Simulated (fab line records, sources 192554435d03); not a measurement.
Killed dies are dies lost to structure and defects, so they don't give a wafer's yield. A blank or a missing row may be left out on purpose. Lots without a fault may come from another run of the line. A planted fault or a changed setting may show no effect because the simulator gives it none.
fab line records | flow n5_finfet
record lots=23 wafers=69 last_day=19
route steps=1938 shown BEOL_M4@1104 BEOL_M5@1128 BEOL_M6@1212
lots that met no fault: from a run of the same line without faults
start_h: hours from the record's first day to the start of the lot's first wafer shown | wait_h: hours since the lot's step before | " the same as in the row above | L1.1+2: a row that stands for several wafers | - no value, or no start given | * or withheld: withheld | < > ~ a bound
route shown NAME@n: a module of which the file shows steps, and the number in the route of the first | usual: mean/standard deviation of fault-free wafers | same: alike in all rows | chamber/n: place in a boat | sites: the reading at each site | _std_site: their standard deviation | _edge_site: outer sites' mean less inner sites' | radius_mm: how far each site lies from the wafer's centre | mask NAME#n: copy n | behind: the tool/chamber that last shaped the wafer | hold: why the lot was held/for how many hours/how that ended | device: the transistor (n, p or np) that didn't switch | end of line: the same wafers' tests at the end of the route | a step without rows: its recipe alone | killed: dies lost to structure and defects at the first sort, not the wafer's yield | map: a wafer's dies, x killed, . not, _ none there
set.NAME: the setting as run; set.NAME@STEP: as run at that earlier step | model.NAME: the simulator's own value behind a step, which no gauge read
steps of the route over a sample of lots; a table a step, a row a wafer
services: from which hour (start_h, from the record's first day; less than 0 if before it) a tool's chamber was out of use, for how many hours, and why
## steps
# step N5_BEOL_M4_THK_MEAS_53
# recipe thk_meas_gauge=xrf reads=Cu_of_BEOL_M4_ECD_50
# usual M4_THK=39.9/1.5
# columns lot.wafer tool chamber start_h wait_h M4_THK[nm]
L074.1 film_metro-01 - 192.49 - 39.0
L074.4 " - " " 37.9
L074.6 " - " " 39.5
L075.1 film_metro-02 - 197.13 - 40.5
L075.2 " - " " 40.2
L075.6 " - " " 40.0
L078.2 film_metro-02 - 239.15 - 38.6
L078.3 " - " " 40.7
L078.6 " - " " 41.5
L077.4 film_metro-01 - 243.67 - 39.2
L077.5 " - " " 40.6
L077.6 " - " " 41.0
L079.1 film_metro-01 - 262.25 - 41.2
L079.4 " - " " 41.0
L079.6 " - " " 41.5
L080.2 film_metro-02 - 264.38 - 41.0
L080.4 " - " " 41.9
L080.5 " - " " 40.1
L081.1 film_metro-01 - 269.04 - 36.4
L081.2 " - " " 41.2
L081.6 " - " " 39.0
L082.1 film_metro-02 - 276.00 - 40.0
L082.3 " - " " 38.4
L082.4 " - " " 37.6
L083.2 film_metro-01 - 281.60 - 42.2
L083.3 " - " " 40.2
L083.6 " - " " 40.6
L084.1 film_metro-01 - 291.26 - 41.2
L084.3 " - " " 39.9
L084.4 " - " " 38.6
L087.1 film_metro-02 - 296.19 - 42.2
L087.2 " - " " 40.2
L087.5 " - " " 43.2
L085.1 film_metro-02 - 297.15 - 37.6
L085.4 " - " " 39.5
L085.6 " - " " 39.6
L086.2 film_metro-01 - 299.91 - 44.0
L086.4 " - " " 39.2
L086.5 " - " " 40.5
L076.3 film_metro-01 - 306.56 - 38.0
L076.4 " - " " 37.8
L076.6 " - " " 37.5
L089.2 film_metro-02 - 309.58 - 39.0
L089.3 " - " " 40.0
L089.5 " - " " 37.8
L090.2 film_metro-01 - 315.48 - 39.3
L090.4 " - " " 39.3
L090.6 " - " " 42.2
L091.2 film_metro-01 - 329.82 - 38.6
L091.5 " - " " 41.0
L091.6 " - " " 39.4
L088.2 film_metro-01 - 333.60 - 40.6
L088.3 " - " " 41.4
L088.6 " - " " 39.3
L093.2 film_metro-01 - 339.47 - 40.0
L093.4 " - " " 37.3
L093.6 " - " " 37.5
L094.1 film_metro-02 - 342.00 - 39.7
L094.3 " - " " 40.5
L094.4 " - " " 40.3
L095.2 film_metro-02 - 342.22 - 41.3
L095.5 " - " " 42.8
L095.6 " - " " 39.2
L096.2 film_metro-02 - 343.84 - 38.4
L096.5 " - " " 39.9
L096.6 " - " " 38.5
L097.1 film_metro-01 - 346.73 - 40.8
L097.5 " - " " 41.4
L097.6 " - " " 40.5
# step N5_BEOL_M5_INSPECT_13
# recipe mode=adi inspect_instrument=brightfield
# usual raw_defect_count=387/94
# columns lot.wafer tool chamber start_h wait_h raw_defect_count
L074.1 defect_inspect-02 - 194.92 0.1 265
L074.4 " - " " 304
L074.6 " - " " 378
L075.1 defect_inspect-02 - 201.25 0.1 311
L075.2 " - " " 255
L075.6 " - " " 343
L078.2 defect_inspect-01 - 243.95 0.0 390
L078.3 " - " " 449
L078.6 " - " " 419
L077.4 defect_inspect-02 - 246.84 0.0 380
L077.5 " - " " 423
L077.6 " - " " 494
L079.1 defect_inspect-01 - 266.16 0.1 401
L079.4 " - " " 396
L079.6 " - " " 336
L080.2 defect_inspect-01 - 266.80 0.0 501
L080.4 " - " " 400
L080.5 " - " " 410
L081.1 defect_inspect-02 - 272.87 0.1 343
L081.2 " - " " 368
L081.6 " - " " 381
L082.1 defect_inspect-01 - 279.56 0.1 579
L082.3 " - " " 522
L082.4 " - " " 843
L083.2 defect_inspect-02 - 284.91 0.0 351
L083.3 " - " " 573
L083.6 " - " " 377
L084.1 defect_inspect-02 - 296.46 0.1 311
L084.3 " - " " 350
L084.4 " - " " 317
L087.1 defect_inspect-02 - 299.85 0.1 510
L087.2 " - " " 452
L087.5 " - " " 333
L085.1 defect_inspect-02 - 300.01 0.1 262
L085.4 " - " " 297
L085.6 " - " " 291
L086.2 defect_inspect-02 - 303.00 0.0 193
L086.4 " - " " 321
L086.5 " - " " 269
L076.3 defect_inspect-01 - 310.71 0.0 383
L076.4 " - " " 342
L076.6 " - " " 413
L089.2 defect_inspect-02 - 315.46 0.0 360
L089.3 " - " " 339
L089.5 " - " " 304
L090.2 defect_inspect-02 - 317.96 0.0 487
L090.4 " - " " 309
L090.6 " - " " 409
L091.2 defect_inspect-01 - 333.45 0.0 288
L091.5 " - " " 406
L091.6 " - " " 499
L088.2 defect_inspect-02 - 336.49 0.0 404
L088.3 " - " " 483
L088.6 " - " " 452
L093.2 defect_inspect-02 - 344.10 0.0 273
L093.4 " - " " 529
L093.6 " - " " 292
L094.1 defect_inspect-01 - 344.61 0.1 328
L094.3 " - " " 316
L094.4 " - " " 298
L095.2 defect_inspect-01 - 344.82 0.0 356
L095.5 " - " " 272
L095.6 " - " " 323
L096.2 defect_inspect-01 - 347.26 0.0 290
L096.5 " - " " 344
L096.6 " - " " 452
L097.1 defect_inspect-02 - 353.62 0.1 493
L097.5 " - " " 282
L097.6 " - " " 433
# step N5_BEOL_M5_ANNEAL_49
# recipe temp_c=400 time_s=1800 ambient=vacuum
# usual heater_power_w=810/64
# columns lot.wafer tool chamber start_h wait_h heater_power_w
L074.1 pvd_sputter-03 - 199.80 0.0 918
L074.4 " - " " 724
L074.6 " - " " 953
L075.1 pvd_sputter-02 - 203.94 0.0 806
L075.2 " - " " 775
L075.6 " - " " 797
L078.2 pvd_sputter-03 - 249.26 0.0 796
L078.3 " - " " 723
L078.6 " - " " 925
L077.4 pvd_sputter-02 - 251.46 0.0 799
L077.5 " - " " 716
L077.6 " - " " 799
L079.1 pvd_sputter-02 - 270.54 0.0 771
L079.4 " - " " 819
L079.6 " - " " 810
L080.2 pvd_sputter-01 - 271.40 0.0 727
L080.4 " - " " 899
L080.5 " - " " 795
L081.1 pvd_sputter-03 - 277.83 0.0 722
L081.2 " - " " 836
L081.6 " - " " 772
L082.1 pvd_sputter-03 - 284.17 0.0 787
L082.3 " - " " 942
L082.4 " - " " 841
L083.2 pvd_sputter-02 - 289.25 0.0 783
L083.3 " - " " 746
L083.6 " - " " 723
L084.1 pvd_sputter-01 - 301.27 0.0 758
L084.3 " - " " 809
L084.4 " - " " 885
L085.1 pvd_sputter-03 - 305.39 0.0 698
L085.4 " - " " 850
L085.6 " - " " 847
L087.1 pvd_sputter-01 - 305.70 0.0 745
L087.2 " - " " 890
L087.5 " - " " 865
L086.2 pvd_sputter-03 - 311.04 0.0 843
L086.4 " - " " 725
L086.5 " - " " 906
L076.3 pvd_sputter-02 - 317.56 0.0 798
L076.4 " - " " 729
L076.6 " - " " 794
L089.2 pvd_sputter-03 - 320.65 0.0 959
L089.3 " - " " 723
L089.5 " - " " 776
L090.2 pvd_sputter-01 - 321.72 0.0 895
L090.4 " - " " 748
L090.6 " - " " 803
L091.2 pvd_sputter-02 - 338.67 0.0 804
L091.5 " - " " 811
L091.6 " - " " 787
L088.2 pvd_sputter-01 - 347.25 0.0 880
L088.3 " - " " 823
L088.6 " - " " 877
L094.1 pvd_sputter-03 - 348.60 0.0 719
L094.3 " - " " 929
L094.4 " - " " 849
L093.2 pvd_sputter-01 - 351.68 0.0 806
L093.4 " - " " 742
L093.6 " - " " 741
L095.2 pvd_sputter-02 - 352.99 0.0 781
L095.5 " - " " 791
L095.6 " - " " 817
L096.2 pvd_sputter-03 - 356.64 0.0 708
L096.5 " - " " 840
L096.6 " - " " 775
L097.1 pvd_sputter-01 - 357.46 0.0 869
L097.5 " - " " 914
L097.6 " - " " 742
# step N5_BEOL_M6_ETCH_62
# recipe chemistry=N2/H2 target=SOC target_depth_a=1100 overetch_a=220 mask_material=SiARC temp_c=40 time_s=165 ion_energy_ev=200 pressure_mtorr=30 source_w=840 bias_w=150 n2_flow_sccm=200 h2_flow_sccm=200
# usual chamber_pressure_mTorr=30.005/0.026 drypump_motor_current_A=5.9/0.48 oes_product_au=0.68/0.065 rf_vpp_V=523.1/2.7 showerhead_plenum_p_Torr=2.51/0.093 throttle_valve_pct=17.79/0.23
# columns lot.wafer tool chamber start_h wait_h chamber_pressure_mTorr drypump_motor_current_A oes_product_au rf_hours_counter_h rf_vpp_V showerhead_plenum_p_Torr throttle_valve_pct
L074.1 rie_diel-03 0 208.34 0.0 30.000 6.0 0.69 80 521.9 2.47 18.01
L074.4 " 2 " " 30.014 6.7 0.70 66 523.9 2.58 17.86
L074.6 " 3 " " 30.036 5.6 0.58 - 527.1 2.61 18.40
L075.1 rie_diel-03 1 210.71 0.0 30.013 6.5 0.72 52 525.2 2.58 17.59
L075.2 " 0 " " 30.029 6.0 0.69 81 522.7 2.47 18.00
L075.6 " 3 " " 29.965 5.6 0.58 - 526.1 2.61 18.39
L078.2 rie_diel-03 1 256.39 0.0 30.009 6.5 0.71 66 525.2 2.58 17.62
L078.3 " 0 " " 29.997 6.0 0.68 95 521.3 2.46 18.03
L078.6 " 3 " " 30.027 5.6 0.82 - 525.4 2.61 17.96
L077.4 rie_diel-01 1 259.43 0.0 30.034 6.5 0.68 75 523.2 2.49 17.61
L077.5 " 2 " " 29.965 5.4 0.59 - 526.5 2.61 17.97
L077.6 " 1 " " 29.972 6.5 0.68 - 521.3 2.49 17.61
L079.1 rie_diel-03 2 277.81 0.0 29.967 6.7 0.68 87 525.7 2.57 17.91
L079.4 " 2 " " 29.981 6.7 0.68 - 525.3 2.57 17.89
L079.6 " 0 " " 30.037 6.0 0.67 - 522.7 2.46 18.04
L080.2 rie_diel-03 0 278.11 0.0 30.034 6.0 0.68 101 521.5 2.46 18.03
L080.4 " 0 " " 30.031 6.0 0.67 - 520.3 2.46 18.04
L080.5 " 2 " " 29.983 6.8 0.68 - 525.7 2.57 17.91
L081.1 rie_diel-01 1 285.37 0.0 30.051 6.5 0.68 83 521.8 2.48 17.63
L081.2 " 3 " " 30.028 5.2 0.62 197 519.2 2.30 17.55
L081.6 " 0 " " 29.974 6.2 0.63 - 518.5 2.42 17.88
L082.1 rie_diel-05 1 291.96 0.0 30.014 6.2 0.74 48 522.1 2.47 17.59
L082.3 " 2 " " 30.005 5.6 0.61 223 525.7 2.63 18.03
L082.4 " 0 " " 30.005 5.4 0.68 85 524.8 2.56 17.70
L083.2 rie_diel-05 0 299.87 0.0 29.989 5.4 0.68 86 524.2 2.56 17.73
L083.3 " 3 " " 29.999 5.6 0.73 37 522.6 2.47 17.37
L083.6 " 2 " " 30.035 5.6 0.61 - 525.7 2.63 18.03
L084.1 rie_diel-01 1 310.83 0.0 29.988 6.5 0.67 90 522.5 2.48 17.64
L084.3 " 0 " " 30.012 6.2 0.63 183 520.6 2.42 17.88
L084.4 " 2 " " 30.028 5.4 0.58 243 525.1 2.61 17.99
L085.1 rie_diel-01 1 315.55 0.0 29.988 6.4 0.66 92 522.1 2.48 17.67
L085.4 " 2 " " 30.021 5.4 0.59 244 523.6 2.61 18.01
L085.6 " 0 " " 30.027 6.2 0.63 - 520.3 2.42 17.87
L087.1 rie_diel-03 0 315.73 0.0 30.038 6.0 0.67 111 520.8 2.46 18.05
L087.2 " 3 " " 29.982 5.6 0.78 18 524.9 2.60 17.98
L087.5 " 2 " " 29.992 6.7 0.67 - 526.0 2.56 17.93
L086.2 rie_diel-05 1 320.41 0.0 30.015 6.2 0.73 53 521.1 2.46 17.60
L086.4 " 2 " " 29.989 5.6 0.62 230 525.6 2.62 18.05
L086.5 " 2 " " 30.029 5.6 0.61 - 525.9 2.62 18.05
L076.3 rie_diel-05 0 326.98 0.0 30.030 5.4 0.68 94 525.4 2.56 17.73
L076.4 " 3 " " 30.032 5.6 0.73 46 520.5 2.47 17.38
L076.6 " 3 " " 29.966 5.6 0.72 - 521.7 2.47 17.40
L089.2 rie_diel-05 2 327.70 0.0 29.999 5.6 0.60 233 524.6 2.62 18.04
L089.3 " 1 " " 29.972 6.2 0.73 56 522.9 2.46 17.59
L089.5 " 1 " " 30.028 6.2 0.73 - 521.7 2.46 17.60
L090.2 rie_diel-05 2 330.47 0.0 30.028 5.6 0.60 233 526.3 2.62 18.06
L090.4 " 0 " " 30.015 5.4 0.68 95 524.5 2.56 17.74
L090.6 " 0 " " 30.033 5.4 0.67 - 524.9 2.56 17.72
L091.2 rie_diel-01 3 347.43 0.0 30.010 5.1 0.61 220 517.5 2.30 17.57
L091.5 " 3 " " 29.996 5.1 0.61 - 517.3 2.30 17.59
L091.6 " 0 " " 30.008 6.2 0.62 - 520.0 2.41 17.91
L088.2 rie_diel-05 1 354.78 0.0 29.973 6.2 0.72 66 523.2 2.46 17.61
L088.3 " 3 " " 29.973 5.6 0.72 57 522.4 2.46 17.41
L088.6 " 2 " " 29.990 5.6 0.60 - 525.6 2.62 18.07
L094.1 rie_diel-01 3 356.63 0.0 29.991 5.1 0.61 224 516.7 2.29 17.59
L094.3 " 2 " " 30.012 5.4 0.82 6 524.9 2.60 17.65
L094.4 " 0 " " 29.965 6.2 0.63 - 520.5 2.41 17.93
L093.2 rie_diel-05 3 360.09 0.0 30.006 5.6 0.72 59 520.9 2.46 17.40
L093.4 " 2 " " 29.967 5.6 0.60 245 525.0 2.62 18.07
L093.6 " 0 " " 30.020 5.4 0.66 - 525.1 2.56 17.75
L095.2 rie_diel-03 1 360.53 0.0 30.016 6.5 0.69 90 525.0 2.57 17.64
L095.5 " 3 " " 30.013 5.6 0.75 - 524.5 2.60 17.97
L095.6 " 2 " " 29.973 6.7 0.66 - 525.1 2.56 17.92
L096.2 rie_diel-03 0 365.85 0.0 29.997 6.0 0.66 122 520.9 2.45 18.06
L096.5 " 0 " " 30.034 6.0 0.66 - 520.2 2.45 18.07
L096.6 " 3 " " 30.029 5.6 0.75 - 524.3 2.60 17.98
L097.1 rie_diel-01 2 365.87 0.0 30.001 5.4 0.80 11 525.8 2.60 17.68
L097.5 " 2 " " 29.969 5.5 0.80 - 526.4 2.60 17.67
L097.6 " 3 " " 29.960 5.1 0.61 - 516.6 2.29 17.59
# step N5_BEOL_M6_DESCUM_33
# recipe chemistry=O2 time_s=7 source_power_w=50 bias_power_w=20 pressure_mtorr=20 rf_frequency_hz=2.712e+07 temp_c=40 resist=CAR-EUV o2_flow_sccm=225
# usual chamber_pressure_mTorr=19.999/0.015 drypump_motor_current_A=5.9/0.47 oes_product_au=0.80/0.067 rf_vpp_V=242.6/1.3 showerhead_plenum_p_Torr=2.07/0.069 throttle_valve_pct=20.38/0.2
# columns lot.wafer tool chamber start_h wait_h chamber_pressure_mTorr drypump_motor_current_A oes_product_au rf_hours_counter_h rf_vpp_V showerhead_plenum_p_Torr throttle_valve_pct
L074.1 rie_diel-01 3 209.30 0.0 19.975 5.2 0.74 172 240.3 1.91 20.23
L074.4 " 0 " " 19.984 6.2 0.76 153 241.1 2.01 20.59
L074.6 " 2 " " 19.968 5.4 0.70 - 244.4 2.15 20.47
L075.1 rie_diel-05 1 212.46 0.2 20.006 6.2 0.91 30 242.7 2.04 20.22
L075.2 " 3 " " 19.991 5.6 0.90 16 240.9 2.05 20.02
L075.6 " 2 " " 20.014 5.6 0.73 - 244.5 2.17 20.62
L078.2 rie_diel-05 0 258.86 0.4 19.989 5.4 0.82 78 244.1 2.10 20.20
L078.3 " 3 " " 19.968 5.6 0.87 27 242.6 2.05 20.06
L078.6 " 0 " " 20.006 5.4 0.81 - 245.0 2.10 20.19
L077.4 rie_diel-01 3 262.71 0.0 20.024 5.2 0.74 189 240.1 1.91 20.25
L077.5 " 2 " " 20.000 5.4 0.69 - 242.1 2.14 20.48
L077.6 " 3 " " 20.005 5.1 0.72 - 241.1 1.91 20.27
L079.1 rie_diel-03 0 280.31 0.0 19.990 6.0 0.80 102 241.7 2.01 20.43
L079.4 " 0 " " 19.998 6.0 0.80 - 242.3 2.01 20.42
L079.6 " 3 " " 20.018 5.6 0.95 - 243.6 2.15 20.61
L080.2 rie_diel-03 2 280.71 0.3 20.015 6.7 0.81 88 243.1 2.11 20.58
L080.4 " 0 " " 20.004 6.0 0.80 - 241.7 2.01 20.44
L080.5 " 2 " " 19.995 6.7 0.81 - 243.3 2.11 20.58
L081.1 rie_diel-05 2 287.18 0.0 20.032 5.6 0.72 221 244.2 2.17 20.63
L081.2 " 3 " " 20.007 5.5 0.86 33 241.4 2.05 20.09
L081.6 " 1 " " 20.021 6.2 0.89 - 243.6 2.04 20.24
L082.1 rie_diel-05 2 295.03 0.0 20.008 5.6 0.72 224 243.7 2.17 20.65
L082.3 " 1 " " 19.988 6.2 0.89 48 242.5 2.04 20.25
L082.4 " 0 " " 20.009 5.4 0.82 85 242.9 2.09 20.20
L083.2 rie_diel-01 2 302.00 0.1 20.020 5.4 0.68 241 245.0 2.14 20.51
L083.3 " 1 " " 19.984 6.5 0.81 88 243.1 2.03 20.15
L083.6 " 1 " " 19.971 6.4 0.80 - 242.4 2.03 20.14
L084.1 rie_diel-03 2 314.46 0.0 20.004 6.7 0.80 97 243.9 2.11 20.59
L084.3 " 0 " " 20.010 6.0 0.79 110 242.1 2.01 20.42
L084.4 " 1 " " 20.018 6.5 0.81 79 243.4 2.12 20.25
L085.1 rie_diel-05 1 316.72 0.0 20.001 6.2 0.88 52 241.3 2.04 20.26
L085.4 " 2 " " 20.006 5.6 0.72 229 243.5 2.16 20.65
L085.6 " 0 " " 20.012 5.3 0.80 - 243.3 2.09 20.23
L087.1 rie_diel-01 3 319.39 0.0 19.991 5.1 0.71 206 240.6 1.90 20.29
L087.2 " 1 " " 19.975 6.4 0.80 93 241.6 2.03 20.17
L087.5 " 0 " " 20.014 6.2 0.74 - 241.2 2.00 20.63
L086.2 rie_diel-01 1 321.33 0.0 20.004 6.4 0.79 93 241.6 2.03 20.16
L086.4 " 0 " " 19.973 6.2 0.74 186 240.5 2.00 20.64
L086.5 " 1 " " 20.021 6.5 0.81 - 241.8 2.03 20.15
L076.3 rie_diel-01 0 328.92 0.0 20.006 6.2 0.74 190 242.1 1.99 20.63
L076.4 " 3 " " 19.996 5.1 0.72 210 240.7 1.90 20.30
L076.6 " 0 " " 19.988 6.2 0.74 - 242.1 1.99 20.65
L089.2 rie_diel-05 1 329.09 0.0 20.009 6.2 0.89 57 243.1 2.04 20.27
L089.3 " 0 " " 19.983 5.4 0.80 94 243.3 2.09 20.23
L089.5 " 1 " " 19.990 6.2 0.87 - 242.0 2.04 20.25
L090.2 rie_diel-01 1 332.54 0.0 19.954 6.5 0.80 99 241.1 2.03 20.16
L090.4 " 1 " " 19.988 6.5 0.80 - 241.3 2.03 20.16
L090.6 " 3 " " 20.010 5.1 0.71 - 239.8 1.90 20.30
L091.2 rie_diel-03 2 353.21 0.0 19.967 6.7 0.78 105 243.9 2.10 20.58
L091.5 " 0 " " 19.992 6.0 0.79 - 240.7 2.00 20.46
L091.6 " 1 " " 19.981 6.5 0.79 - 243.5 2.12 20.25
L088.2 rie_diel-05 3 356.21 0.4 20.003 5.6 0.83 58 242.9 2.04 20.11
L088.3 " 1 " " 20.033 6.2 0.87 67 242.5 2.03 20.28
L088.6 " 3 " " 19.998 5.6 0.84 - 239.9 2.04 20.11
L094.1 rie_diel-05 0 357.84 0.2 19.975 5.3 0.79 105 243.6 2.09 20.25
L094.3 " 2 " " 20.009 5.6 0.71 244 243.6 2.16 20.69
L094.4 " 1 " " 19.994 6.2 0.86 67 241.6 2.03 20.28
L093.2 rie_diel-03 3 360.89 0.0 19.984 5.6 0.90 27 244.3 2.14 20.62
L093.4 " 0 " " 20.007 6.0 0.78 120 242.0 2.00 20.46
L093.6 " 1 " " 19.959 6.5 0.78 - 243.1 2.12 20.26
L095.2 rie_diel-03 2 364.78 0.1 20.016 6.7 0.78 109 243.6 2.10 20.59
L095.5 " 2 " " 19.989 6.7 0.78 - 243.7 2.10 20.60
L095.6 " 3 " " 20.002 5.6 0.89 - 244.2 2.14 20.63
L097.1 rie_diel-03 1 367.11 0.3 19.997 6.5 0.79 92 244.3 2.11 20.28
L097.5 " 3 " " 19.997 5.6 0.90 - 243.6 2.14 20.63
L097.6 " 0 " " 19.990 6.0 0.78 - 241.0 2.00 20.45
L096.2 rie_diel-05 0 367.20 0.4 19.999 5.4 0.77 108 242.6 2.09 20.24
L096.5 " 3 " " 20.002 5.5 0.82 - 241.6 2.04 20.12
L096.6 " 0 " " 19.993 5.3 0.77 - 243.4 2.08 20.24
# step N5_BEOL_M6_ETCH_72
# recipe chemistry=N2/H2 target=underlayer target_depth_a=65 mask_material=CAR-EUV time_s=5.2 ion_energy_ev=200 pressure_mtorr=30 source_w=840 bias_w=150 n2_flow_sccm=200 h2_flow_sccm=200 ends=cleared
# usual chamber_pressure_mTorr=30.01/0.043 drypump_motor_current_A=5.9/0.47 etch_rf_on_time_s=5.18/0.11 oes_product_au=0.68/0.055 rf_vpp_V=522.9/2.8 showerhead_plenum_p_Torr=2.51/0.087 throttle_valve_pct=17.81/0.22
# columns lot.wafer tool chamber start_h wait_h chamber_pressure_mTorr drypump_motor_current_A etch_rf_on_time_s oes_product_au rf_hours_counter_h rf_vpp_V showerhead_plenum_p_Torr throttle_valve_pct
L074.1 rie_diel-01 3 209.33 0.0 30.01 5.2 5.16 0.64 172 515.5 2.31 17.52
L074.4 " 0 " " 30.07 6.2 5.43 0.64 153 522.6 2.43 17.84
L074.6 " 2 " " 30.00 5.4 5.26 0.59 - 526.5 2.62 17.97
L075.1 rie_diel-05 1 212.49 0.0 30.00 6.2 5.21 0.77 30 523.7 2.47 17.58
L075.2 " 3 " " 29.97 5.6 5.20 0.76 16 524.2 2.48 17.36
L075.6 " 2 " " 29.93 5.6 5.01 0.64 - 522.8 2.63 18.04
L078.2 rie_diel-05 0 258.89 0.0 30.07 5.4 5.14 0.71 78 525.6 2.57 17.76
L078.3 " 3 " " 30.04 5.6 5.18 0.75 27 522.4 2.47 17.38
L078.6 " 0 " " 30.04 5.4 5.13 0.71 - 523.1 2.57 17.71
L077.4 rie_diel-01 3 262.75 0.0 29.99 5.1 5.18 0.62 189 515.7 2.31 17.57
L077.5 " 2 " " 30.03 5.4 5.26 0.59 - 522.8 2.61 17.99
L077.6 " 3 " " 29.97 5.1 5.18 0.63 - 518.7 2.31 17.56
L079.1 rie_diel-03 0 280.35 0.0 30.03 6.0 5.22 0.68 102 520.3 2.46 18.06
L079.4 " 0 " " 29.97 6.0 5.26 0.68 - 521.5 2.46 18.07
L079.6 " 3 " " 29.97 5.6 5.15 0.81 - 526.8 2.61 17.99
L080.2 rie_diel-03 2 280.74 0.0 30.01 6.7 5.02 0.69 88 525.5 2.57 17.90
L080.4 " 0 " " 30.02 6.0 5.15 0.69 - 521.9 2.46 18.07
L080.5 " 2 " " 30.01 6.7 5.03 0.70 - 523.5 2.57 17.93
L081.1 rie_diel-05 2 287.22 0.0 30.04 5.6 4.95 0.63 221 528.0 2.63 18.06
L081.2 " 3 " " 29.97 5.6 5.19 0.75 33 520.4 2.47 17.41
L081.6 " 1 " " 29.99 6.2 5.22 0.74 - 523.2 2.47 17.60
L082.1 rie_diel-05 2 295.07 0.0 30.04 5.6 4.93 0.63 224 525.1 2.63 18.09
L082.3 " 1 " " 29.95 6.2 5.21 0.74 48 523.7 2.47 17.63
L082.4 " 0 " " 30.01 5.3 5.18 0.69 85 524.3 2.56 17.74
L083.2 rie_diel-01 2 302.03 0.0 29.93 5.4 5.33 0.58 241 524.8 2.61 18.04
L083.3 " 1 " " 29.96 6.5 5.13 0.68 88 522.4 2.48 17.69
L083.6 " 1 " " 30.06 6.5 5.07 0.68 - 522.1 2.48 17.66
L084.1 rie_diel-03 2 314.50 0.0 30.00 6.7 5.06 0.67 97 523.2 2.56 17.94
L084.3 " 0 " " 30.01 6.0 5.27 0.68 110 522.7 2.46 18.07
L084.4 " 1 " " 29.98 6.5 5.29 0.68 79 523.8 2.57 17.65
L085.1 rie_diel-05 1 316.76 0.0 30.00 6.2 5.28 0.73 53 521.8 2.46 17.63
L085.4 " 2 " " 30.06 5.7 5.00 0.62 229 526.2 2.63 18.06
L085.6 " 0 " " 29.99 5.4 5.19 0.68 - 523.4 2.56 17.74
L087.1 rie_diel-01 3 319.42 0.0 30.06 5.1 5.22 0.62 206 515.0 2.30 17.60
L087.2 " 1 " " 29.97 6.5 4.99 0.68 93 519.8 2.48 17.66
L087.5 " 0 " " 30.03 6.2 5.43 0.62 - 520.5 2.42 17.90
L086.2 rie_diel-01 1 321.37 0.0 30.00 6.5 5.05 0.68 93 521.5 2.48 17.70
L086.4 " 0 " " 29.97 6.2 5.43 0.62 186 519.4 2.42 17.92
L086.5 " 1 " " 29.91 6.5 5.06 0.67 - 522.9 2.48 17.67
L076.3 rie_diel-01 0 328.95 0.0 30.03 6.2 5.39 0.62 190 520.7 2.41 17.95
L076.4 " 3 " " 29.99 5.1 5.22 0.62 210 518.6 2.30 17.60
L076.6 " 0 " " 30.02 6.2 5.47 0.61 - 518.5 2.41 17.93
L089.2 rie_diel-05 1 329.12 0.0 30.00 6.1 5.28 0.74 57 522.9 2.46 17.63
L089.3 " 0 " " 29.98 5.3 5.24 0.69 94 525.4 2.56 17.77
L089.5 " 1 " " 30.04 6.1 5.22 0.73 - 520.5 2.46 17.63
L090.2 rie_diel-01 1 332.58 0.0 29.97 6.5 5.06 0.67 99 522.8 2.48 17.69
L090.4 " 1 " " 30.06 6.5 5.09 0.67 - 521.8 2.48 17.70
L090.6 " 3 " " 30.00 5.1 5.16 0.61 - 516.0 2.30 17.59
L091.2 rie_diel-03 2 353.24 0.0 29.97 6.7 5.06 0.68 105 523.1 2.56 17.98
L091.5 " 0 " " 30.01 6.0 5.21 0.67 - 520.0 2.46 18.10
L091.6 " 1 " " 29.94 6.5 5.24 0.69 - 525.2 2.57 17.71
L088.2 rie_diel-05 3 356.25 0.0 30.05 5.6 5.16 0.72 58 518.9 2.46 17.45
L088.3 " 1 " " 30.12 6.2 5.22 0.72 67 520.3 2.46 17.61
L088.6 " 3 " " 30.01 5.5 5.17 0.72 - 523.1 2.46 17.44
L094.1 rie_diel-05 0 357.87 0.0 29.94 5.3 5.21 0.68 105 524.2 2.56 17.79
L094.3 " 2 " " 29.99 5.6 4.91 0.62 244 523.3 2.62 18.12
L094.4 " 1 " " 30.06 6.2 5.13 0.72 67 519.3 2.46 17.63
L093.2 rie_diel-03 3 360.92 0.0 29.99 5.6 5.08 0.77 27 525.7 2.60 18.03
L093.4 " 0 " " 29.99 6.0 5.21 0.66 120 523.0 2.45 18.11
L093.6 " 1 " " 30.08 6.5 5.23 0.68 - 522.9 2.57 17.68
L095.2 rie_diel-03 2 364.82 0.0 29.94 6.8 5.18 0.68 109 524.6 2.56 17.98
L095.5 " 2 " " 29.97 6.7 5.12 0.68 - 523.8 2.56 17.98
L095.6 " 3 " " 30.05 5.6 5.17 0.76 - 522.9 2.60 18.03
L097.1 rie_diel-03 1 367.15 0.0 29.96 6.5 5.25 0.68 92 523.2 2.57 17.68
L097.5 " 3 " " 30.00 5.6 5.09 0.77 - 525.6 2.60 18.02
L097.6 " 0 " " 29.99 6.0 5.21 0.66 - 521.7 2.45 18.08
L096.2 rie_diel-05 0 367.24 0.0 29.98 5.4 5.24 0.67 108 524.1 2.55 17.78
L096.5 " 3 " " 30.05 5.6 5.24 0.71 - 520.3 2.46 17.44
L096.6 " 0 " " 29.94 5.4 5.21 0.67 - 525.0 2.55 17.80
## services
# columns tool chamber start_h hours kind
pvd_sputter-03 - 205.12 1.6 repair
rie_diel-03 3 227.88 - clean
rie_diel-03 3 227.88 - consumable_replace:focus_ring
rie_diel-03 3 227.88 18.7 scheduled_down
rie_diel-03 3 227.88 18.7 vent_cycle
rie_diel-05 2 229.83 7.1 repair
pvd_sputter-01 - 237.91 1.1 repair
rie_diel-03 - 322.81 14.6 pm
rie_diel-01 2 329.64 - clean
rie_diel-01 2 329.64 - consumable_replace:focus_ring
rie_diel-01 2 329.64 14.3 scheduled_down
rie_diel-01 2 329.64 14.3 vent_cycle
rie_diel-01 1 341.15 22.0 repair
rie_diel-05 2 349.12 1.4 repair
## key
fault none
